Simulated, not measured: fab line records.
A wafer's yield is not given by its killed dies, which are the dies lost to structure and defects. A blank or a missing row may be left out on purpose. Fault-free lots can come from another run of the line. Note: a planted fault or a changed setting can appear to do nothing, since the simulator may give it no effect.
Split-lot experiment	flow n5_finfet	7 lots, 39 wafers read, on a route of 1938 steps

## THE SPLIT
At N5_PMOS_HMC_CHANNEL_EPI_EPI_20 (deposits SiGe30, target thk 59 nm), the setting pressure_torr was moved away from the recipe's 20 Torr on 24 of the 39 wafers read, by -12.4% to +5.4%. For the rest of the wafers, this setting stayed at what the recipe calls for.

The split's own step is where the reading is taken.

## THE READING
SiGe30_of_PMOS_HMC_CHANNEL_EPI_EPI_20.thk_nm (the simulator's own value, which no gauge read), in nm, at N5_PMOS_HMC_CHANNEL_EPI_EPI_20 (deposits SiGe30, target thk 59 nm). The file does not state a usual value for it. Here, 15 wafers ran the recipe; their average is 59.13 nm with a standard deviation of 0.68 nm.

wafer	tool, chamber at the split	pressure_torr as run, Torr	against the recipe	SiGe30_of_PMOS_HMC_CHANNEL_EPI_EPI_20.thk_nm, nm	against lot-mates on the recipe
L074.1	epi_rpcvd-01, 0	20	recipe	59.16	-
L074.3	epi_rpcvd-01, 0	20	recipe	59.15	-
L074.4	epi_rpcvd-01, 0	20	recipe	59.15	-
L080.1	epi_rpcvd-03, 0	20	recipe	58.49	-
L080.2	epi_rpcvd-03, 0	20	recipe	58.77	-
L080.3	epi_rpcvd-03, 0	20	recipe	59.12	-
L080.4	epi_rpcvd-03, 0	20	recipe	58.65	-
L080.5	epi_rpcvd-03, 0	20	recipe	57.12	-
L080.6	epi_rpcvd-03, 0	20	recipe	59.42	-
L082.1	epi_rpcvd-04, 0	21.08	+5.4%	59.99	no lot-mate on the recipe
L082.2	epi_rpcvd-04, 0	21.08	+5.4%	60.18	no lot-mate on the recipe
L082.3	epi_rpcvd-04, 0	21.08	+5.4%	60.38	no lot-mate on the recipe
L082.4	epi_rpcvd-04, 0	21.08	+5.4%	60.85	no lot-mate on the recipe
L082.5	epi_rpcvd-04, 0	21.08	+5.4%	59.58	no lot-mate on the recipe
L082.6	epi_rpcvd-04, 0	21.08	+5.4%	60.14	no lot-mate on the recipe
L084.1	epi_rpcvd-04, 0	17.51	-12.4%	55.82	no lot-mate on the recipe
L084.2	epi_rpcvd-04, 0	17.51	-12.4%	54.75	no lot-mate on the recipe
L084.3	epi_rpcvd-04, 0	17.51	-12.4%	56.54	no lot-mate on the recipe
L084.4	epi_rpcvd-04, 0	17.51	-12.4%	55.73	no lot-mate on the recipe
L084.5	epi_rpcvd-04, 0	17.51	-12.4%	55.7	no lot-mate on the recipe
L084.6	epi_rpcvd-04, 0	17.51	-12.4%	55.03	no lot-mate on the recipe
L091.1	epi_rpcvd-04, 0	20	recipe	59.73	-
L091.2	epi_rpcvd-04, 0	20	recipe	59.98	-
L091.3	epi_rpcvd-04, 0	20	recipe	59.22	-
L091.4	epi_rpcvd-04, 0	20	recipe	59.53	-
L091.5	epi_rpcvd-04, 0	20	recipe	59.52	-
L091.6	epi_rpcvd-04, 0	20	recipe	59.96	-
L093.1	epi_rpcvd-03, 0	18.66	-6.7%	56.58	no lot-mate on the recipe
L093.2	epi_rpcvd-03, 0	18.66	-6.7%	56.67	no lot-mate on the recipe
L093.3	epi_rpcvd-03, 0	18.66	-6.7%	57.31	no lot-mate on the recipe
L093.4	epi_rpcvd-03, 0	18.66	-6.7%	57.07	no lot-mate on the recipe
L093.5	epi_rpcvd-03, 0	18.66	-6.7%	57.06	no lot-mate on the recipe
L093.6	epi_rpcvd-03, 0	18.66	-6.7%	56.63	no lot-mate on the recipe
L094.1	epi_rpcvd-01, 0	18.9	-5.5%	56.48	no lot-mate on the recipe
L094.2	epi_rpcvd-01, 0	18.9	-5.5%	56.92	no lot-mate on the recipe
L094.3	epi_rpcvd-01, 0	18.9	-5.5%	56.97	no lot-mate on the recipe
L094.4	epi_rpcvd-01, 0	18.9	-5.5%	57.69	no lot-mate on the recipe
L094.5	epi_rpcvd-01, 0	18.9	-5.5%	57.75	no lot-mate on the recipe
L094.6	epi_rpcvd-01, 0	18.9	-5.5%	56.81	no lot-mate on the recipe

FIT RESULTS
A straight line over all 39 wafers: SiGe30_of_PMOS_HMC_CHANNEL_EPI_EPI_20.thk_nm changes by +0.276 nm for each +1% of pressure_torr; r = +0.93; the points scatter about the line by 0.6 nm.
Too few moved wafers have a lot-mate on the recipe to fit a line with each lot's own level taken away.

## FILE'S OWN FIT
SiGe30_of_PMOS_HMC_CHANNEL_EPI_EPI_20.thk_nm changes by +0.276 nm for each +1% of pressure_torr, r = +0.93.
